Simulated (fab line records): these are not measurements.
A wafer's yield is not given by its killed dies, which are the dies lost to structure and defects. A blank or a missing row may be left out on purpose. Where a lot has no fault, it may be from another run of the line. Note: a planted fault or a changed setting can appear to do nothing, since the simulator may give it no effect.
The tool behind it: which one? || flow nand harc || 12 lots with 36 wafers sampled at 5 steps, on a route of 1159 steps

== WHAT THE GAUGES SHOWED, per wafer ==
NHARC_A_CHANNEL_HOLE_D1_CD_MEAS_18.
{"lot": "L999", "measured": "day 8 21:14", "on": "cd sem-02", "cd nm (nm)": "103.7 100.9 99.9"}
{"lot": "L102", "measured": "day 9 00:59", "on": "cd sem-03", "cd nm (nm)": "101.5 100.7 102.8"}
{"lot": "L101", "measured": "day 9 01:56", "on": "cd sem-02", "cd nm (nm)": "98.1 103.5 96.6"}
{"lot": "L104", "measured": "day 9 19:49", "on": "cd sem-02", "cd nm (nm)": "103.9 101.9 99.4"}
{"lot": "L105", "measured": "day 10 05:23", "on": "cd sem-03", "cd nm (nm)": "102.4 100.3 100.9"}
{"lot": "L107", "measured": "day 10 12:37", "on": "cd sem-03", "cd nm (nm)": "99.1 97.9 101.5"}
{"lot": "L110", "measured": "day 11 13:18", "on": "cd sem-01", "cd nm (nm)": "98.7 99.1 98.8"}
{"lot": "L116", "measured": "day 12 21:08", "on": "cd sem-03", "cd nm (nm)": "101.7 100.2 97.8"}
{"lot": "L117", "measured": "day 13 07:23", "on": "cd sem-01", "cd nm (nm)": "97.8 100.4 100.4"}
{"lot": "L119", "measured": "day 13 09:10", "on": "cd sem-03", "cd nm (nm)": "98.9 99.9 102.2"}
{"lot": "L120", "measured": "day 14 04:25", "on": "cd sem-01", "cd nm (nm)": "100.1 96.0 99.1"}
{"lot": "L121", "measured": "day 14 04:39", "on": "cd sem-02", "cd nm (nm)": "101.1 98.7 97.7"}

NHARC_END_SORT_01.
{"lot": "L117", "measured": "day 24 14:32", "on": "prober-02", "killed at array": "674 673 675", "killed at other": "0 0 0", "killed at periphery": "3 4 2", "killed dies": "677 677 677", "killed open": "2 6 3", "killed short": "3 2 1"}
{"lot": "L119", "measured": "day 25 01:40", "on": "prober-01", "killed at array": "675 672 671", "killed at other": "0 0 0", "killed at periphery": "2 5 6", "killed dies": "677 677 677", "killed open": "2 5 3", "killed short": "0 1 0"}

== TOOL THAT RAN EACH LOT (tool first, then ch and the chambers of the sampled wafers, then the start) ==
{"lot": "L999", "NHARC_A_CHANNEL_HOLE_D1_ETCH_34": "rie diel-09 ch 1,2, day 8 21:14 or earlier", "NHARC_A_CHANNEL_HOLE_D1_ETCH_21": "har etch-02 ch 0,1, day 8 21:52", "NHARC_A_CHANNEL_HOLE_D1_ETCH_44": "rie diel-04 ch 0,2, day 9 02:33"}
{"lot": "L102", "NHARC_A_CHANNEL_HOLE_D1_ETCH_34": "rie diel-10 ch 1,2,3, day 9 00:59 or earlier", "NHARC_A_CHANNEL_HOLE_D1_ETCH_21": "har etch-01 ch 0,1, day 9 03:24", "NHARC_A_CHANNEL_HOLE_D1_ETCH_44": "rie diel-10 ch 1,2,3, day 9 07:41"}
{"lot": "L101", "NHARC_A_CHANNEL_HOLE_D1_ETCH_34": "rie diel-04 ch 0,2, day 9 01:56 or earlier", "NHARC_A_CHANNEL_HOLE_D1_ETCH_21": "har etch-02 ch 0,1, day 9 03:33", "NHARC_A_CHANNEL_HOLE_D1_ETCH_44": "rie diel-04 ch 0,1,2, day 9 07:53"}
{"lot": "L104", "NHARC_A_CHANNEL_HOLE_D1_ETCH_34": "rie diel-09 ch 1,3, day 9 19:49 or earlier", "NHARC_A_CHANNEL_HOLE_D1_ETCH_21": "har etch-02 ch 0, day 9 20:24", "NHARC_A_CHANNEL_HOLE_D1_ETCH_44": "rie diel-04 ch 0,1,2, day 10 00:37"}
{"lot": "L105", "NHARC_A_CHANNEL_HOLE_D1_ETCH_34": "rie diel-09 ch 0,1,3, day 10 05:23 or earlier", "NHARC_A_CHANNEL_HOLE_D1_ETCH_21": "har etch-01 ch 0,1, day 10 06:07", "NHARC_A_CHANNEL_HOLE_D1_ETCH_44": "rie diel-10 ch 0,1,2, day 10 10:11"}
{"lot": "L107", "NHARC_A_CHANNEL_HOLE_D1_ETCH_34": "rie diel-10 ch 0,1,2, day 10 12:37 or earlier", "NHARC_A_CHANNEL_HOLE_D1_ETCH_21": "har etch-01 ch 0,1, day 10 13:11", "NHARC_A_CHANNEL_HOLE_D1_ETCH_44": "rie diel-04 ch 0,1,2, day 10 17:25"}
{"lot": "L110", "NHARC_A_CHANNEL_HOLE_D1_ETCH_34": "rie diel-04 ch 0,2, day 11 13:18 or earlier", "NHARC_A_CHANNEL_HOLE_D1_ETCH_21": "har etch-01 ch 0,1, day 11 17:13", "NHARC_A_CHANNEL_HOLE_D1_ETCH_44": "rie diel-04 ch 1,2, day 11 21:25"}
{"lot": "L116", "NHARC_A_CHANNEL_HOLE_D1_ETCH_34": "rie diel-09 ch 1,2, day 12 21:08 or earlier", "NHARC_A_CHANNEL_HOLE_D1_ETCH_21": "har etch-01 ch 0,1, day 12 21:38", "NHARC_A_CHANNEL_HOLE_D1_ETCH_44": "rie diel-10 ch 0,1,3, day 13 01:56"}
{"lot": "L117", "NHARC_A_CHANNEL_HOLE_D1_ETCH_34": "rie diel-09 ch 0,2,3, day 13 07:23 or earlier", "NHARC_A_CHANNEL_HOLE_D1_ETCH_21": "har etch-02 ch 0,1, day 13 07:53", "NHARC_A_CHANNEL_HOLE_D1_ETCH_44": "rie diel-04 ch 0,2,3, day 13 12:12"}
{"lot": "L119", "NHARC_A_CHANNEL_HOLE_D1_ETCH_34": "rie diel-09 ch 0,1, day 13 09:10 or earlier", "NHARC_A_CHANNEL_HOLE_D1_ETCH_21": "har etch-02 ch 0,1, day 13 12:04", "NHARC_A_CHANNEL_HOLE_D1_ETCH_44": "rie diel-04 ch 1,2, day 13 16:23"}
{"lot": "L120", "NHARC_A_CHANNEL_HOLE_D1_ETCH_34": "rie diel-09 ch 0,1,2, day 14 04:25 or earlier", "NHARC_A_CHANNEL_HOLE_D1_ETCH_21": "har etch-02 ch 1, day 14 05:00", "NHARC_A_CHANNEL_HOLE_D1_ETCH_44": "rie diel-09 ch 1,2, day 14 09:14"}
{"lot": "L121", "NHARC_A_CHANNEL_HOLE_D1_ETCH_34": "rie diel-10 ch 0,1,2, day 14 04:39 or earlier", "NHARC_A_CHANNEL_HOLE_D1_ETCH_21": "har etch-02 ch 0,1, day 14 09:06", "NHARC_A_CHANNEL_HOLE_D1_ETCH_44": "rie diel-09 ch 0,1, day 14 13:23"}
- NHARC_A_CHANNEL_HOLE_D1_ETCH_34: etches the open film in CF4/CHF3, target depth 154 nm, time 77 s.
- NHARC_A_CHANNEL_HOLE_D1_ETCH_21: etches the open film in C4F8/O2/Ar, time 514.3 s, target depth 1600 nm.
- NHARC_A_CHANNEL_HOLE_D1_ETCH_44: etches the open film in CF4/O2, target depth 140 nm, overetch 14 nm, time 77 s.

== AS READ BY THE TOOLS THEMSELVES (means over the sampled wafers that have a number; for cases with no such wafer, the mark the record gives instead) ==
NHARC_A_CHANNEL_HOLE_D1_ETCH_34.
{"lot": "L999", "tool": "rie diel-09", "drypump motor current A (A)": 6.2, "oes product au (a.u.)": 0.912, "rf vpp V (V)": 367.7, "run length s (s)": 97.9, "showerhead plenum p Torr (Torr)": 1.51, "throttle valve pct (%)": 16.815}
{"lot": "L102", "tool": "rie diel-10", "drypump motor current A (A)": 5.7, "oes product au (a.u.)": 0.971, "rf vpp V (V)": 371.7, "run length s (s)": 98.5, "showerhead plenum p Torr (Torr)": 1.59, "throttle valve pct (%)": 16.800}
{"lot": "L101", "tool": "rie diel-04", "drypump motor current A (A)": 5.9, "oes product au (a.u.)": 0.929, "rf vpp V (V)": 369.0, "run length s (s)": 98.5, "showerhead plenum p Torr (Torr)": 1.52, "throttle valve pct (%)": 16.810}
{"lot": "L104", "tool": "rie diel-09", "drypump motor current A (A)": 6.2, "oes product au (a.u.)": 0.912, "rf vpp V (V)": 367.5, "run length s (s)": 98.0, "showerhead plenum p Torr (Torr)": 1.51, "throttle valve pct (%)": 16.811}
{"lot": "L105", "tool": "rie diel-09", "drypump motor current A (A)": 6.2, "oes product au (a.u.)": 0.964, "rf vpp V (V)": 368.2, "run length s (s)": 98.3, "showerhead plenum p Torr (Torr)": 1.52, "throttle valve pct (%)": 16.800}
{"lot": "L107", "tool": "rie diel-10", "drypump motor current A (A)": 5.7, "oes product au (a.u.)": 0.976, "rf vpp V (V)": 373.1, "run length s (s)": 98.6, "showerhead plenum p Torr (Torr)": 1.65, "throttle valve pct (%)": 16.791}
{"lot": "L110", "tool": "rie diel-04", "drypump motor current A (A)": 5.9, "oes product au (a.u.)": 0.926, "rf vpp V (V)": 369.6, "run length s (s)": 98.1, "showerhead plenum p Torr (Torr)": 1.53, "throttle valve pct (%)": 16.801}
{"lot": "L116", "tool": "rie diel-09", "drypump motor current A (A)": 6.0, "oes product au (a.u.)": 0.961, "rf vpp V (V)": 369.6, "run length s (s)": 98.5, "showerhead plenum p Torr (Torr)": 1.54, "throttle valve pct (%)": 16.796}
{"lot": "L117", "tool": "rie diel-09", "drypump motor current A (A)": 5.9, "oes product au (a.u.)": 0.974, "rf vpp V (V)": 368.7, "run length s (s)": 98.4, "showerhead plenum p Torr (Torr)": 1.55, "throttle valve pct (%)": 16.805}
{"lot": "L119", "tool": "rie diel-09", "drypump motor current A (A)": 6.3, "oes product au (a.u.)": 0.980, "rf vpp V (V)": 368.8, "run length s (s)": 98.0, "showerhead plenum p Torr (Torr)": 1.51, "throttle valve pct (%)": 16.806}
{"lot": "L120", "tool": "rie diel-09", "drypump motor current A (A)": 6.1, "oes product au (a.u.)": 0.960, "rf vpp V (V)": 369.6, "run length s (s)": 98.1, "showerhead plenum p Torr (Torr)": 1.53, "throttle valve pct (%)": 16.806}
{"lot": "L121", "tool": "rie diel-10", "drypump motor current A (A)": 5.7, "oes product au (a.u.)": 0.926, "rf vpp V (V)": 372.2, "run length s (s)": 98.4, "showerhead plenum p Torr (Torr)": 1.65, "throttle valve pct (%)": 16.796}

NHARC_A_CHANNEL_HOLE_D1_ETCH_21.
{"lot": "L999", "tool": "har etch-02", "drypump motor current A (A)": 5.78, "esc clamp current uA": 0.02135, "showerhead plenum p Torr (Torr)": 3.74, "throttle valve pct (%)": 32.157}
{"lot": "L102", "tool": "har etch-01", "drypump motor current A (A)": 5.71, "esc clamp current uA": 0.02123, "showerhead plenum p Torr (Torr)": 3.82, "throttle valve pct (%)": 32.151}
{"lot": "L101", "tool": "har etch-02", "drypump motor current A (A)": 5.79, "esc clamp current uA": 0.02141, "showerhead plenum p Torr (Torr)": 3.73, "throttle valve pct (%)": 32.155}
{"lot": "L104", "tool": "har etch-02", "drypump motor current A (A)": 5.87, "esc clamp current uA": 0.02104, "showerhead plenum p Torr (Torr)": 3.58, "throttle valve pct (%)": 32.148}
{"lot": "L105", "tool": "har etch-01", "drypump motor current A (A)": 5.71, "esc clamp current uA": 0.02122, "showerhead plenum p Torr (Torr)": 3.82, "throttle valve pct (%)": 32.162}
{"lot": "L107", "tool": "har etch-01", "drypump motor current A (A)": 5.77, "esc clamp current uA": 0.02107, "showerhead plenum p Torr (Torr)": 3.81, "throttle valve pct (%)": 32.150}
{"lot": "L110", "tool": "har etch-01", "drypump motor current A (A)": 5.76, "esc clamp current uA": 0.02104, "showerhead plenum p Torr (Torr)": 3.81, "throttle valve pct (%)": 32.157}
{"lot": "L116", "tool": "har etch-01", "drypump motor current A (A)": 5.74, "esc clamp current uA": 0.02108, "showerhead plenum p Torr (Torr)": 3.80, "throttle valve pct (%)": 32.149}
{"lot": "L117", "tool": "har etch-02", "drypump motor current A (A)": 5.79, "esc clamp current uA": 0.02144, "showerhead plenum p Torr (Torr)": 3.71, "throttle valve pct (%)": 32.155}
{"lot": "L119", "tool": "har etch-02", "drypump motor current A (A)": 5.80, "esc clamp current uA": 0.02145, "showerhead plenum p Torr (Torr)": 3.71, "throttle valve pct (%)": 32.155}
{"lot": "L120", "tool": "har etch-02", "drypump motor current A (A)": 5.75, "esc clamp current uA": 0.02161, "showerhead plenum p Torr (Torr)": 3.78, "throttle valve pct (%)": 32.155}
{"lot": "L121", "tool": "har etch-02", "drypump motor current A (A)": 5.79, "esc clamp current uA": 0.02145, "showerhead plenum p Torr (Torr)": 3.70, "throttle valve pct (%)": 32.154}

NHARC_A_CHANNEL_HOLE_D1_ETCH_44.
{"lot": "L999", "tool": "rie diel-04", "drypump motor current A (A)": 5.9, "oes product au (a.u.)": 1.005, "rf vpp V (V)": 196.3, "run length s (s)": 98.5, "showerhead plenum p Torr (Torr)": 1.28, "throttle valve pct (%)": 13.401}
{"lot": "L102", "tool": "rie diel-10", "drypump motor current A (A)": 5.7, "oes product au (a.u.)": 1.012, "rf vpp V (V)": 197.9, "run length s (s)": 98.3, "showerhead plenum p Torr (Torr)": 1.35, "throttle valve pct (%)": 13.396}
{"lot": "L101", "tool": "rie diel-04", "drypump motor current A (A)": 6.1, "oes product au (a.u.)": 0.996, "rf vpp V (V)": 196.6, "run length s (s)": 98.0, "showerhead plenum p Torr (Torr)": 1.28, "throttle valve pct (%)": 13.403}
{"lot": "L104", "tool": "rie diel-04", "drypump motor current A (A)": 6.1, "oes product au (a.u.)": 0.994, "rf vpp V (V)": 196.6, "run length s (s)": 98.5, "showerhead plenum p Torr (Torr)": 1.28, "throttle valve pct (%)": 13.398}
{"lot": "L105", "tool": "rie diel-10", "drypump motor current A (A)": 5.7, "oes product au (a.u.)": 1.009, "rf vpp V (V)": 199.4, "run length s (s)": 98.7, "showerhead plenum p Torr (Torr)": 1.40, "throttle valve pct (%)": 13.398}
{"lot": "L107", "tool": "rie diel-04", "drypump motor current A (A)": 6.1, "oes product au (a.u.)": 1.003, "rf vpp V (V)": 196.9, "run length s (s)": 97.9, "showerhead plenum p Torr (Torr)": 1.28, "throttle valve pct (%)": 13.391}
{"lot": "L110", "tool": "rie diel-04", "drypump motor current A (A)": 6.0, "oes product au (a.u.)": 0.999, "rf vpp V (V)": 196.7, "run length s (s)": 98.5, "showerhead plenum p Torr (Torr)": 1.26, "throttle valve pct (%)": 13.398}
{"lot": "L116", "tool": "rie diel-10", "drypump motor current A (A)": 6.0, "oes product au (a.u.)": 1.004, "rf vpp V (V)": 197.7, "run length s (s)": 98.5, "showerhead plenum p Torr (Torr)": 1.35, "throttle valve pct (%)": 13.398}
{"lot": "L117", "tool": "rie diel-04", "drypump motor current A (A)": 5.6, "oes product au (a.u.)": 0.996, "rf vpp V (V)": 197.7, "run length s (s)": 86.5, "showerhead plenum p Torr (Torr)": 1.30, "throttle valve pct (%)": 13.403}
{"lot": "L119", "tool": "rie diel-04", "drypump motor current A (A)": 6.2, "oes product au (a.u.)": 0.994, "rf vpp V (V)": 196.3, "run length s (s)": 86.2, "showerhead plenum p Torr (Torr)": 1.26, "throttle valve pct (%)": 13.391}
{"lot": "L120", "tool": "rie diel-09", "drypump motor current A (A)": 6.0, "oes product au (a.u.)": 1.009, "rf vpp V (V)": 196.9, "run length s (s)": 98.2, "showerhead plenum p Torr (Torr)": 1.30, "throttle valve pct (%)": 13.396}
{"lot": "L121", "tool": "rie diel-09", "drypump motor current A (A)": 6.4, "oes product au (a.u.)": 1.010, "rf vpp V (V)": 197.1, "run length s (s)": 97.9, "showerhead plenum p Torr (Torr)": 1.27, "throttle valve pct (%)": 13.393}

== THE ANSWER, worked out from the rows above alone ==
Rule: the lots themselves supply what counts as usual. The widest of any qualifying gaps counts: lots, ordered by their means at a reading, are off when they make up no more than a third of the lots, leave a main group of 4 or more, and stand apart from it by 3 or more times the standard deviation of that group's means. The tables above print the reading to a certain number of digits; a main group whose means all agree to those digits is not used. Also off: a lot with no number at a reading for which 4 or more lots have one. Any other lot the step has rows for is counted as sound. First the gauges in route order, then the tools' own readings, where a lot's mean is used as printed above. The first step at which some lot is off is used, and at that step the reading that is off furthest; a lot without a number counts as furthest.
Off: L117, L119, at NHARC_A_CHANNEL_HOLE_D1_ETCH_44 (run length s). The main group: mean 98.3 s, standard deviation 0.27.
If a tool, at that step or one of the process steps before it, ran each lot that is off and ran no sound lot following the first of them, it fits. With no start given for some of its lots, NHARC_A_CHANNEL_HOLE_D1_ETCH_34 uses the hours and lot order of NHARC_A_CHANNEL_HOLE_D1_CD_MEAS_18. One fits: rie diel-04 at NHARC_A_CHANNEL_HOLE_D1_ETCH_44. A fault onset in the window from L110 (day 11 21:25, its last sound lot) to L117 (day 13 12:12, its first lot off) fits.
The tool's own readings at NHARC_A_CHANNEL_HOLE_D1_ETCH_44 bear it out: on the lots that are off they differ by more than 5 times the standard deviation of the sound lots' means. run length s reads 86.3 s there against 98.3 s on the sound lots.

== WHAT WAS PUT IN BY THE SIMULATOR ==
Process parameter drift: rie diel-04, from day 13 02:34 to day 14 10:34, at NHARC_A_CHANNEL_HOLE_D1_ETCH_44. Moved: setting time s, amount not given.
Shown lots that were struck: L117, L119. The rule above reached the same finding.
